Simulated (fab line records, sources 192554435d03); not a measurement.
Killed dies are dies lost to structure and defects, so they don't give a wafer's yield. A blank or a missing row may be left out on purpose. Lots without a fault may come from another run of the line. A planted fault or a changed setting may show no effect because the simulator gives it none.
fab line records | flow n5_finfet
record lots=6 wafers=18 last_day=17
route steps=1938 shown HKMG_FIN@450 GATE_CUT@465 BEOL_M4@1111 PASSIVATION@1936
lots that met no fault: from a run of the same line without faults
start_h: hours from the record's first day to the start of the lot's first wafer shown | wait_h: hours since the lot's step before | " the same as in the row above | L1.1+2: a row that stands for several wafers | - no value, or no start given | * or withheld: withheld | < > ~ a bound
route shown NAME@n: a module of which the file shows steps, and the number in the route of the first | usual: mean/standard deviation of fault-free wafers | same: alike in all rows | chamber/n: place in a boat | sites: the reading at each site | _std_site: their standard deviation | _edge_site: outer sites' mean less inner sites' | radius_mm: how far each site lies from the wafer's centre | mask NAME#n: copy n | behind: the tool/chamber that last shaped the wafer | hold: why the lot was held/for how many hours/how that ended | device: the transistor (n, p or np) that didn't switch | end of line: the same wafers' tests at the end of the route | a step without rows: its recipe alone | killed: dies lost to structure and defects at the first sort, not the wafer's yield | map: a wafer's dies, x killed, . not, _ none there
set.NAME: the setting as run; set.NAME@STEP: as run at that earlier step | model.NAME: the simulator's own value behind a step, which no gauge read
lots at some steps of the route; a table a step, a row a wafer
services: from which hour (start_h, from the record's first day; less than 0 if before it) a tool's chamber was out of use, for how many hours, and why
## steps
# step N5_HKMG_FIN_COAT_66
# recipe resist=SOC temp_c=250 time_s=60 spin_rpm=1500 resist_thk_nm=300
# step N5_HKMG_FIN_ETCH_67
# recipe chemistry=N2/H2 target=SOC target_depth_a=3889 stop_on=TiN ion_energy_ev=100 bias_w=61 pressure_mtorr=30 source_w=850 n2_flow_sccm=200 h2_flow_sccm=200
# step N5_HKMG_FIN_STRIP_90
# recipe chemistry=N2/H2 material=SOC time_s=20 power_w=500 temp_c=40 pressure_mtorr=50 rf_frequency_hz=6e+07 bias_power_w=8 h2_frac=0.5 n2_flow_sccm=300 h2_flow_sccm=300
# usual bias_power_w=8.001/0.022 drypump_motor_current_A=5.7/0.42 oes_product_au=0.77/0.089 power_w=499.8/1.6 rf_fwd_power_W=497.3/1.6 rf_vpp_V=54.4/0.84 showerhead_plenum_p_Torr=3.36/0.12 temp_c=40.00/0.11 throttle_valve_pct=19.1/0.43
# columns lot.wafer tool chamber start_h wait_h bias_power_w drypump_motor_current_A oes_product_au power_w rf_fwd_power_W rf_hours_counter_h rf_vpp_V showerhead_plenum_p_Torr temp_c throttle_valve_pct
L670.1 rie_diel-06 0 107.58 0.0 8.025 6.5 0.78 499.3 498.0 105 55.2 3.25 40.16 18.7
L670.2 " 2 " " 7.980 5.4 0.69 500.5 498.0 229 54.3 3.44 39.96 19.3
L670.5 " 1 " " 8.043 5.5 0.70 497.7 499.2 - 53.7 3.32 39.94 19.1
L671.1 rie_diel-01 1 109.70 0.0 7.981 5.3 0.72 500.6 499.5 193 53.6 3.20 40.21 19.5
L671.5 " 3 " " 8.028 5.5 0.74 498.9 498.2 - 52.9 3.33 39.93 18.8
L671.6 " 0 " " 8.013 5.5 0.74 499.5 499.5 - 55.5 3.50 40.01 19.5
L674.2 rie_diel-06 0 130.14 0.0 7.993 6.5 0.78 501.0 496.4 111 54.3 3.25 40.02 18.7
L674.5 " 2 " " 8.008 5.4 0.69 499.0 499.5 - 53.5 3.44 39.90 19.3
L674.6 " 0 " " 8.031 6.5 0.77 499.5 495.3 - 55.3 3.25 40.00 18.7
L675.1 rie_diel-01 1 136.62 0.0 8.002 5.4 0.72 499.2 496.4 201 54.8 3.20 40.22 19.5
L675.2 " 0 " " 7.954 5.5 0.74 502.1 497.7 160 56.0 3.49 40.00 19.5
L675.4 " 3 " " 7.999 5.5 0.74 499.6 500.0 181 54.1 3.32 39.90 18.9
L685.3 rie_diel-06 0 194.63 0.0 8.009 6.5 0.75 498.9 497.1 137 53.4 3.24 39.96 18.7
L685.5 " 1 " " 7.982 5.5 0.92 500.9 498.1 - 52.5 3.30 39.93 18.7
L685.6 " 0 " " 7.986 6.5 0.75 496.9 496.5 - 54.0 3.24 40.04 18.8
L686.2 rie_diel-06 3 200.63 0.0 7.986 5.5 0.90 500.6 495.7 28 54.3 3.29 40.01 19.5
L686.3 " 2 " " 8.030 5.4 0.96 501.9 497.3 4 54.6 3.43 40.16 18.9
L686.4 " 2 " " 8.019 5.4 0.96 502.4 499.2 - 54.3 3.43 40.18 18.9
# step N5_HKMG_FIN_WET_ETCH_73
# recipe chemistry=SC1 mix=1:2:40 temp_c=50 time_s=42.3 target_depth_nm=1.3 dry=ipa_marangoni rinse_time_s=30 rinse_temp_c=23
# step N5_HKMG_FIN_ETCHBACK_68
# recipe chemistry=Cl2/Ar stop_on=HfO2 target_depth_a=5 pressure_mtorr=10 icp_w=600 bias_w=60 Cl2_flow_sccm=40 Ar_flow_sccm=60
# step N5_HKMG_FIN_STRIP_69
# recipe chemistry=N2/H2 power_w=2500 temp_c=300 h2_frac=0.65 time_s=360 pressure_mtorr=withheld n2_flow_sccm=1750 h2_flow_sccm=3250
# usual drypump_motor_current_A=6.12/0.24 heater_power_w=498/38 temp_c=299.99/0.23
# columns lot.wafer tool chamber start_h wait_h drypump_motor_current_A heater_power_w rf_hours_counter_h temp_c
L670.1 plasma_asher-01 0 107.89 0.1 5.71 531 38 299.86
L670.2 " 1 " " 5.87 516 38 300.24
L670.5 " 1 " " 5.92 524 - 299.74
L671.1 plasma_asher-02 1 110.00 0.1 6.09 439 95 299.87
L671.5 " 1 " " 6.09 439 - 300.21
L671.6 " 0 " " 6.40 520 - 299.93
L674.2 plasma_asher-02 1 130.47 0.1 6.10 444 99 299.83
L674.5 " 1 " " 6.10 445 - 300.08
L674.6 " 0 " " 6.39 527 - 300.17
L675.1 plasma_asher-02 0 137.05 0.2 6.39 520 101 299.80
L675.2 " 1 " " 6.11 451 101 299.99
L675.4 " 0 " " 6.40 519 - 299.73
L685.3 plasma_asher-02 1 195.05 0.2 6.09 466 - 300.33
L685.5 " 1 " " 6.10 441 - 300.42
L685.6 " 0 " " 6.38 527 - 299.92
L686.2 plasma_asher-02 1 200.93 0.1 6.09 457 114 300.02
L686.3 " 1 " " 6.11 452 - 299.98
L686.4 " 0 " " 6.39 532 - 300.03
# step N5_HKMG_FIN_ALD_21
# recipe material=TiN target_thk_a=15 temp_c=400 ald_precursor_family=TiCl4 ald_co_reactant=NH3 pulse_time_s=1 purge_time_s=3 co_reactant_purge_time_s=2 co_reactant_pulse_time_s=2 ald_cycles=68 pressure_torr=3
# usual heater_power_w=944/55 precursor_pulse_height_rel=0.998/0.02
# columns lot.wafer tool chamber start_h wait_h heater_power_w precursor_pulse_height_rel
L670.1 ald_metal-01 2 108.27 0.3 897 0.992
L670.2 " 3 " " 921 0.990
L670.5 " 3 " " 930 1.010
L671.1 ald_metal-01 0 110.38 0.3 995 0.969
L671.5 " 0 " " 985 1.027
L671.6 " 3 " " 919 1.005
L674.2 ald_metal-02 2 130.85 0.3 954 0.980
L674.5 " 2 " " 919 0.979
L674.6 " 1 " " 908 0.988
L675.1 ald_metal-02 3 137.43 0.3 939 1.029
L675.2 " 1 " " 923 1.009
L675.4 " 2 " " 916 1.017
L685.3 ald_metal-02 2 195.31 0.1 963 0.987
L685.5 " 3 " " 942 0.993
L685.6 " 0 " " 887 1.014
L686.2 ald_metal-04 3 201.31 0.3 1050 1.014
L686.3 " 2 " " 828 1.003
L686.4 " 1 " " 886 1.020
# step N5_HKMG_FIN_ALD_72
# recipe material=W target_thk_a=20 temp_c=300 pressure_torr=7.5 ald_precursor_family=WF6 ald_co_reactant=B2H6 pulse_time_s=1 purge_time_s=2 co_reactant_purge_time_s=2 co_reactant_pulse_time_s=3 ald_cycles=7
# step N5_HKMG_FIN_W_FILL_22
# recipe material=W target_thk_a=600 temp_c=400 pressure_torr=39.4 time_s=18.2
# step N5_HKMG_FIN_PRECLEAN_83
# recipe chemistry=DIW time_s=57.5 temp_c=23
# step N5_HKMG_FIN_SRD_84
# recipe dry_time_s=32 dry=n2_spin spin_rpm=1500
# step N5_HKMG_FIN_CMP_23
# recipe stop_on=SiNx t_overpolish_s=10 post_cmp_clean=rinse_only down_force_psi=4 platen_rpm=50.289 pad_velocity_m_s=1.0006 target_thk_nm=46.326
# usual edge_zone_pressure_frac=0.999/0.0048 motor_current_A=12.3/1.5 overpolish_run_s=9.999/0.017 time_to_endpoint_s=11.2/2.7
# columns lot.wafer tool chamber start_h wait_h edge_zone_pressure_frac motor_current_A overpolish_run_s time_to_endpoint_s
L670.1 cmp-01 2 108.96 0.2 1.008 13.3 10.000 11.6
L670.2 " 3 " " 1.005 11.6 10.008 15.5
L670.5 " 1 " " 0.999 9.6 10.002 11.1
L671.1 cmp-02 0 110.99 0.1 1.005 12.8 9.999 12.8
L671.6 " 3 " " 1.007 10.6 10.000 11.6
L671.5 " 0 " " 0.998 13.0 9.983 10.1
L674.2 cmp-02 0 131.57 0.2 0.995 13.0 9.998 11.1
L674.6 " 2 " " 0.997 11.5 9.996 9.6
L674.5 " 3 " " 0.998 10.7 10.013 7.5
L675.4 cmp-02 2 137.96 0.0 1.007 11.3 10.005 11.5
L675.2 " 3 " " 0.994 10.6 10.003 8.3
L675.1 " 1 " " 0.991 15.3 10.012 7.2
L685.3 cmp-01 2 195.85 0.0 1.003 13.6 10.008 9.2
L685.6 " 2 " " 0.997 13.6 10.009 8.6
L685.5 " 3 " " 1.000 12.1 9.997 13.2
L686.3 cmp-01 2 201.84 0.0 1.004 13.6 9.999 10.9
L686.4 " 0 " " 0.994 10.8 9.999 13.6
L686.2 " 1 " " 0.998 9.9 9.999 12.7
# step N5_HKMG_FIN_CMP_94
# recipe stop_on=SiNx post_cmp_clean=w_dilute_nh4oh t_overpolish_s=4.7 down_force_psi=4 platen_rpm=50.289 pad_velocity_m_s=1.0006 target_thk_nm=43.299
# usual edge_zone_pressure_frac=0.999/0.0049 motor_current_A=12.2/1.6
# columns lot.wafer tool chamber start_h wait_h edge_zone_pressure_frac motor_current_A
L670.1 cmp-01 2 109.34 0.3 1.003 13.3
L670.2 " 3 " " 1.003 12.5
L670.5 " 1 " " 0.999 9.8
L671.1 cmp-02 0 111.42 0.3 0.998 12.6
L671.6 " 3 " " 0.997 10.9
L671.5 " 0 " " 1.002 12.6
L674.2 cmp-02 0 131.95 0.3 0.990 12.9
L674.6 " 2 " " 0.999 11.9
L674.5 " 3 " " 1.003 10.4
L675.4 cmp-02 2 138.44 0.4 0.997 12.4
L675.2 " 3 " " 0.997 10.9
L675.1 " 1 " " 1.007 14.6
L685.3 cmp-01 2 196.33 0.4 0.991 13.5
L685.6 " 2 " " 0.990 12.7
L685.5 " 3 " " 0.999 12.8
L686.3 cmp-01 2 202.32 0.4 1.000 13.8
L686.4 " 0 " " 0.997 12.0
L686.2 " 1 " " 1.003 9.6
# step N5_HKMG_FIN_INSPECT_28
# recipe inspect_instrument=darkfield mode=post_cmp
# usual raw_defect_count=43/18
# columns lot.wafer tool chamber start_h wait_h raw_defect_count
L670.1 defect_inspect-01 - 109.51 0.0 37
L670.2 " - " " 38
L670.5 " - " " 39
L671.1 defect_inspect-01 - 111.62 0.0 32
L671.5 " - " " 22
L671.6 " - " " 16
L674.2 defect_inspect-02 - 132.12 0.0 54
L674.5 " - " " 72
L674.6 " - " " 843
L675.1 defect_inspect-01 - 138.67 0.0 55
L675.2 " - " " 55
L675.4 " - " " 830
L685.3 defect_inspect-02 - 196.56 0.0 56
L685.5 " - " " 89
L685.6 " - " " 45
L686.2 defect_inspect-01 - 202.56 0.0 23
L686.3 " - " " 30
L686.4 " - " " 45
# step N5_GATE_CUT_ETCHBACK_00
# recipe chemistry=SF6/Cl2 target=W pressure_mtorr=8 icp_w=900 bias_w=80 SF6_flow_sccm=40 Cl2_flow_sccm=60
# usual SF6_flow_sccm=40.01/0.12 drypump_motor_current_A=5.61/0.28 mfc_cl2_sccm=60.03/0.18 oes_product_au=0.76/0.14 rf_fwd_power_W=894.3/2.9 throttle_valve_pct=27.5/0.39
# columns lot.wafer tool chamber start_h wait_h SF6_flow_sccm drypump_motor_current_A mfc_cl2_sccm oes_product_au rf_fwd_power_W rf_hours_counter_h throttle_valve_pct
L670.1 rie_metal-02 1 109.55 0.0 39.93 5.91 60.03 0.63 894.0 105 28.0
L670.2 " 0 " " 39.78 5.80 60.08 0.60 892.1 126 27.9
L670.5 " 0 " " 39.88 5.78 60.03 0.60 891.7 - 27.9
L671.1 rie_metal-02 1 111.66 0.0 40.06 5.89 59.99 0.63 893.3 105 28.1
L671.5 " 1 " " 39.82 5.89 60.09 0.63 893.3 - 28.0
L671.6 " 0 " " 40.16 5.81 59.64 0.60 896.5 - 27.9
L674.2 rie_metal-03 0 132.16 0.0 39.99 5.91 59.85 0.60 893.5 141 27.5
L674.5 " 0 " " 39.83 5.90 59.98 0.60 897.3 - 27.6
L674.6 " 1 " " 39.99 5.24 60.32 0.88 894.7 - 27.2
L675.1 rie_metal-03 1 138.71 0.0 40.30 5.25 59.95 0.88 893.3 17 27.2
L675.2 " 1 " " 40.27 5.27 60.03 0.89 897.8 - 27.1
L675.4 " 1 " " 40.13 5.28 60.16 0.89 892.1 - 27.1
L685.3 rie_metal-03 0 196.63 0.1 40.04 5.97 59.96 0.95 891.9 - 27.2
L685.5 " 1 " " 40.19 5.32 60.06 0.85 892.7 - 27.2
L685.6 " 0 " " 40.15 5.92 60.03 0.95 892.6 - 27.2
L686.2 rie_metal-03 0 202.59 0.0 40.08 5.94 60.30 0.94 892.9 4 27.2
L686.3 " 0 " " 40.10 5.92 59.99 0.95 895.5 - 27.2
L686.4 " 1 " " 39.99 5.27 60.06 0.85 890.1 - 27.2
# step N5_BEOL_M4_RC_MEAS_101
# usual DIBL_N=36.4/1.6 DIBL_P=36.2/1.8 IOFF_N=0.159/0.029 IOFF_P=0.21/0.034 ION_N=670/12 ION_P=459/8.2 SS_N=71.5/0.59 SS_P=73.2/0.54 VT_N=250/3.3 VT_P=-250/3.7
# columns lot.wafer tool chamber start_h wait_h DIBL_N[mV/V] DIBL_P[mV/V] IOFF_N[nA/um] IOFF_P[nA/um] ION_N[uA/um] ION_P[uA/um] SS_N[mV/dec] SS_P[mV/dec] VT_N[mV] VT_P[mV]
L670.1 prober-01 0 211.55 0.0 35.2 35.6 0.152 0.20 670 458 71.6 73.0 249 -250
L670.2 " 0 " " 34.2 35.2 0.128 0.18 647 450 71.3 73.3 253 -251
L670.5 " 0 " " 36.0 37.8 0.166 0.25 667 462 71.7 74.2 244 -247
L671.1 prober-02 0 217.70 0.0 36.9 38.3 0.168 0.21 670 454 71.9 73.0 248 -253
L671.5 " 0 " " 35.8 37.0 0.154 0.19 668 457 71.7 73.5 250 -251
L671.6 " 0 " " 36.5 38.1 0.169 0.22 677 468 72.0 73.5 249 -250
L675.1 prober-01 0 224.96 0.0 35.6 33.0 0.129 0.18 671 460 71.4 72.4 252 -250
L675.2 " 0 " " 38.1 36.9 0.188 0.24 691 471 72.2 74.2 246 -248
L675.4 " 0 " " 38.4 37.0 0.182 0.25 682 470 72.2 73.6 248 -245
L674.2 prober-01 0 256.75 0.2 36.7 37.9 0.171 0.21 669 454 72.5 73.3 248 -252
L674.5 " 0 " " 34.8 35.3 0.136 0.16 661 447 71.7 72.5 253 -255
L674.6 " 0 " " 36.0 37.3 0.160 0.19 670 452 71.4 72.8 249 -256
L685.3 prober-02 0 294.08 0.3 37.1 35.8 0.149 0.22 675 468 71.9 73.7 248 -250
L685.5 " 0 " " 36.1 35.0 0.148 0.22 665 458 71.8 73.3 251 -248
L685.6 " 0 " " 37.3 35.3 0.160 0.21 673 461 71.1 72.7 250 -250
L686.2 prober-02 0 304.25 0.2 36.5 34.4 0.146 0.17 665 455 72.2 72.6 250 -253
L686.3 " 0 " " 37.5 36.1 0.160 0.21 666 459 72.0 73.2 249 -252
L686.4 " 0 " " 37.6 35.4 0.173 0.19 684 461 71.6 73.4 247 -250
# step N5_PASSIVATION_PROBE_49
# usual defect_limited_yield=91.1/1.5 killed_at_M0_to_M3=33/9.9 killed_at_M4_up=14/5.2 killed_at_contacts=12/6.7 killed_at_front_end=43/13 killed_at_other=3.4/2.7 killed_dies=105/17 killed_on_rim=14/4.2 killed_open=69/13 killed_short=33/7.5 sort_bin_5_function=5.2/0.91 sort_bin_6_memory=3.3/0.71 sort_n_pass=1075/17 sort_yield_pct=91.1/1.5
# same gross_dies=1180 killed_at_back_side=0 sort_bin_4_leakage[%]=0 sort_bin_8_speed[%]=0
# columns lot.wafer tool chamber start_h wait_h defect_limited_yield[%] killed_at_M0_to_M3 killed_at_M4_up killed_at_contacts killed_at_front_end killed_at_other killed_dies killed_on_rim killed_open killed_short sort_bin_5_function[%] sort_bin_6_memory[%] sort_n_pass sort_yield_pct[%]
L670.1 prober-01 - 323.65 0.0 90.3 31 11 30 43 0 115 13 85 30 5.8 3.7 1065 90.3
L670.2 prober-01 - 323.70 0.1 90.8 34 17 24 28 5 108 11 75 33 6.0 3.0 1072 90.8
L670.5 prober-01 - 323.85 0.2 91.1 46 6 15 38 0 105 14 65 38 5.2 3.5 1075 91.1
L675.1 prober-02 - 328.07 0.0 90.3 31 22 9 48 4 114 15 77 36 6.3 3.1 1066 90.3
L675.2 prober-02 - 328.12 0.1 90.4 42 14 8 47 2 113 9 81 32 6.6 2.5 1067 90.4
L675.4 prober-02 - 328.22 0.2 48.0 39 12 2 553 8 614 83 57 37 34.0 14.2 566 48.0
L674.6 prober-01 - 357.51 0.3 48.9 14 4 7 574 4 603 74 30 23 30.8 17.0 577 48.9
# killed by level:class
L670.1 MOL_CONTACT_COAG:geometric_particle:open=23 BEOL_M2:geometric_particle:open=16 STI_FIN_REVEAL:geometric_particle:open=9 BEOL_M4:geometric_particle:open=9 DUMMY_GATE:geometric_particle:open=7 BEOL_M0_SAQP:geometric_particle:short=7 MOL_CONTACT_COAG:geometric_particle:short=7 FIN_SAQP:geometric_particle:open=5
L670.2 MOL_CONTACT_COAG:geometric_particle:open=17 BEOL_M2:geometric_particle:open=13 BEOL_M4:geometric_particle:open=11 MOL_CONTACT_COAG:geometric_particle:short=7 BEOL_M3:geometric_particle:open=6 STI_FIN_REVEAL:geometric_particle:open=5 BEOL_M0_SAQP:geometric_particle:open=5 ILD0:geometric_particle:short=4
L670.5 MOL_CONTACT_COAG:geometric_particle:open=11 BEOL_M0_SAQP:geometric_particle:short=11 DUMMY_GATE:geometric_particle:open=10 BEOL_M2:geometric_particle:open=10 BEOL_M0_SAQP:geometric_particle:open=10 FIN_SAQP:geometric_particle:short=9 FIN_SAQP:geometric_particle:open=5 BEOL_M1:geometric_particle:open=5
L675.1 FIN_SAQP:geometric_particle:open=14 BEOL_M3:geometric_particle:open=11 BEOL_M4:geometric_particle:open=11 FIN_SAQP:geometric_particle:short=7 BEOL_M2:geometric_particle:open=6 MOL_CONTACT_COAG:geometric_particle:open=6 STARTING-WAFER:geometric_particle:open=6 BEOL_M0_SAQP:geometric_particle:short=4
L675.2 FIN_SAQP:geometric_particle:open=14 BEOL_M0_SAQP:geometric_particle:open=12 BEOL_M3:geometric_particle:open=10 BEOL_M0_SAQP:geometric_particle:short=9 ILD0:geometric_particle:open=8 BEOL_M2:geometric_particle:open=8 FIN_SAQP:geometric_particle:short=7 MOL_CONTACT_COAG:geometric_particle:open=7
L675.4 HKMG_FIN:unspecified=520 BEOL_M0_SAQP:geometric_particle:open=15 BEOL_M0_SAQP:geometric_particle:short=10 FIN_SAQP:geometric_particle:short=9 FIN_SAQP:geometric_particle:open=7 BEOL_M3:geometric_particle:open=6 ILD0:geometric_particle:open=4 GATE_CUT:geometric_particle:open=4
L674.6 HKMG_FIN:unspecified=548 FIN_SAQP:geometric_particle:open=7 FIN_SAQP:geometric_particle:short=5 MOL_CONTACT_COAG:geometric_particle:open=5 BEOL_M1:geometric_particle:open=4 BEOL_M0_SAQP:geometric_particle:open=3 STARTING-WAFER:geometric_particle:short=3 ILD0:geometric_particle:short=2
# map L674.6 (x killed, . not)
_________________x........xx.________________
______________...xxx.xxxxx.xx.x._____________
___________x..xxx.........xxx.xx.x.__________
__________x...xx.x.xx...xx.....xx.x._________
________x..x........xxxx..xx.xx.x...x._______
_______..x.x...xx..x.x.x.xx..x.x.xx.x.x______
______.x..xxxx.x..xxxx...x.xxxxxx.x.x..x_____
_____..x...xx...xxx.xxx.xxxx.xxxxx.xx..x.____
____.xx.xxx.xxxx..xx.x..xxx.x.xxxx.x.xxx.x___
___.x.xxx.x..x.xxx..x..x.x...x..xxx.xxx..xx__
___xx.x..x.x.x.x..xxx.xxx.x.xxx..x.x......x__
__.x...xxx.xxxx...x..x.xx.x.xxx....x....xxxx_
__x..x.x...xxx.xx.xxxxxxx.x..xxxxx.x..x..x.x_
_..x..xxx.x..x...xx.x.x.xxxxx.xx....x.x.xxxx.
_...x..x...xxx.x.x......x.x.xxx...x.xx.x.xxxx
_..xx....xxxx.xx...xxx.x.xxxxx..xxx..xxxxx.x.
_x...xxxxx.x.x.xx.xx.x....x..x..xxxx...x.xx..
_x.xxxxx.....xx...x.x.xxx...x.xxx.x.x.xx..xxx
_.xx..x..xx.x.x.x..x.x.xxxx..x.x.x...xx..x.xx
_x.xx.x.xx.xxxxx...x.xxxxxx.x.x..xx...xxx..xx
_x..x......x.x.x..x.xx....x.x.x..xxxxx..x....
__x..x.......xxx..x.x.x....x..xx..xxxx.xx..x_
__.x..xxxxxx......xxx....xx..xxx...xx.xx.xx._
___xxx..xxxx.x.xx..x.xxx.x.xx.xx..x.xxxxxx.__
___..xx.x..x..x..xx.xxxx..x.x.xxxxx.x.....x__
____.xxx........xx..xx...x.xx.x.xxxx.x..x.___
_____..xxx..x.xx.xx.xx..x.x.xxxx.xx.x.x.x____
______xx..x..x..xxxx..xx.xx.x.........xx_____
_______x...x..x...x.xx..xx..x.xxxxx...x______
________x...xx..x...x..xxx..xx.x.xx.x._______
__________xx.x..x..xxx..xx.x....x..._________
___________xx.xx..xxx.xx......xx.xx__________
______________xx...xx..x.xxx.xxx_____________
_________________.xx.x..x.x..________________
# map L675.4 (x killed, . not)
_________________xxx...x.xxxx________________
______________xxxxx...x.xxxxxxxx_____________
___________x...xxxxx..xxxxx.x...x.x__________
__________.x.x.x.xx.xxx.xxxx.xxxx..._________
________.xx...xxx.x...x.xx...xxx.xxxx._______
_______...x.xxxx...x.x..xx.xx..xx.x..xx______
______.......xxxx.x..x.x.xxxx.xxx.x..x.._____
_____....x.xxxxx..x.xxx..x...x.xxxxx.x.x.____
____..xxx.xxxx......xxxxx..x..x...xxx.x.x.___
___x.x..x.xxx..x.xx.....x.xxx.x.xxxxxxx...x__
___x.x...xx.xxxxx...xxx..xx.xx..xxxx.x..xxx__
__.xx....xxx.xxx...x.......xx.x.x.xxxx.xx.x._
__..x..xx.x..xxxx.....x..x...xxxx.xx.xx.x..x_
_xx.xxx..x..x..x.x..xxx..xxx.xxxxxx..x.x..xx.
_x..x.xx.....xx..x...x.x.xx.x.x....xxx..xx..x
_xxxxxxx....x.xx.xx..x..x..x..xx..x.xx..xx..x
_....x...x.xx.xxx...xx.x.x.x.xxx..xx.xx...xx.
_x..x.xx.x..xxxx.xx..x........xx.xxx.x.......
_.....x..xxxxx.xxx.x.xx.xxx.xx...x.x.x..xxxxx
_x.xx.xxx.x.x...x.xx.xxxx...xx..xxx..xxx.x.x.
_..xx..xx.xxxx..x...x.x.xx.x.xxxxxxxxxx....x.
__x..xxxxxxx...x..x....x.x.x.x..xx.xx..xxxxx_
__..x...xx.x........x.x......xxxxx..x...x.x._
___xxxx..xx.x..xxx.xxx.xx...xxx...xx....xxx__
___x..x..x.x..xxxxx...xx.x...x..xxxxxxxxxxx__
____.x.x.x......x...xx.xx..x...x....x.x.xx___
_____xxxxx...xxx.x.x..x.x..x...x.....x..x____
______.xxxx.xx.xx.x....xx.xxxxx.xx.xxxxx_____
_______....xx.x..xx.xx....x..xxx.x.xxxx______
________..x.x.x....xxxx..xxxxxx..xxxx._______
__________x.xx..xxxx.x.xx...x....xxx_________
___________..x..xxxxx..xx..x..xxxx.__________
______________x..x.x...xx..x...._____________
_________________.x....xx.xxx________________
## services
# columns tool chamber start_h hours kind
rie_metal-03 - 86.82 1.4 pm
ald_metal-02 2 89.39 6.4 repair
rie_diel-01 1 95.89 7.1 repair
rie_diel-06 3 104.22 - clean
rie_diel-06 3 104.22 - consumable_replace:focus_ring
rie_diel-06 3 104.22 26.0 scheduled_down
rie_diel-06 3 104.22 26.0 vent_cycle
ald_metal-01 - 125.42 8.7 pm
rie_diel-06 - 127.09 0.4 repair
rie_diel-06 1 130.24 - clean
rie_diel-06 1 130.24 - consumable_replace:focus_ring
rie_diel-06 1 130.24 18.3 scheduled_down
rie_diel-06 1 130.24 18.3 vent_cycle
rie_metal-03 0 133.68 - clean
rie_metal-03 0 133.68 18.7 scheduled_down
rie_metal-03 0 133.68 18.7 vent_cycle
rie_diel-06 2 166.95 - clean
rie_diel-06 2 166.95 - consumable_replace:focus_ring
rie_diel-06 2 166.95 22.3 scheduled_down
rie_metal-03 0 169.63 1.4 repair
ald_metal-04 3 188.33 9.8 repair
ald_metal-01 - 195.40 2.1 repair
rie_metal-02 - 196.79 10.0 pm
rie_diel-06 0 200.50 16.6 repair
## key
first_sign step=N5_HKMG_FIN_INSPECT_28 reading=raw_defect_count direction=up sigmas=45 usual=43 struck=836
effect step=N5_PASSIVATION_PROBE_49 reading=killed_at_front_end direction=up sigmas=40 usual=43 struck=564
more_kills_born_at N5_HKMG_FIN_CMP_94@cmp-02=1068
met_at N5_HKMG_FIN_CMP_94
struck_wafers L674.6,L675.4
fault kind=chamber_particle_source tool=cmp-02 chamber=2 onset_h=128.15 steps=N5_HKMG_FIN_CMP_94 rate_per_visit_cm2=1.1847 end_h=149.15
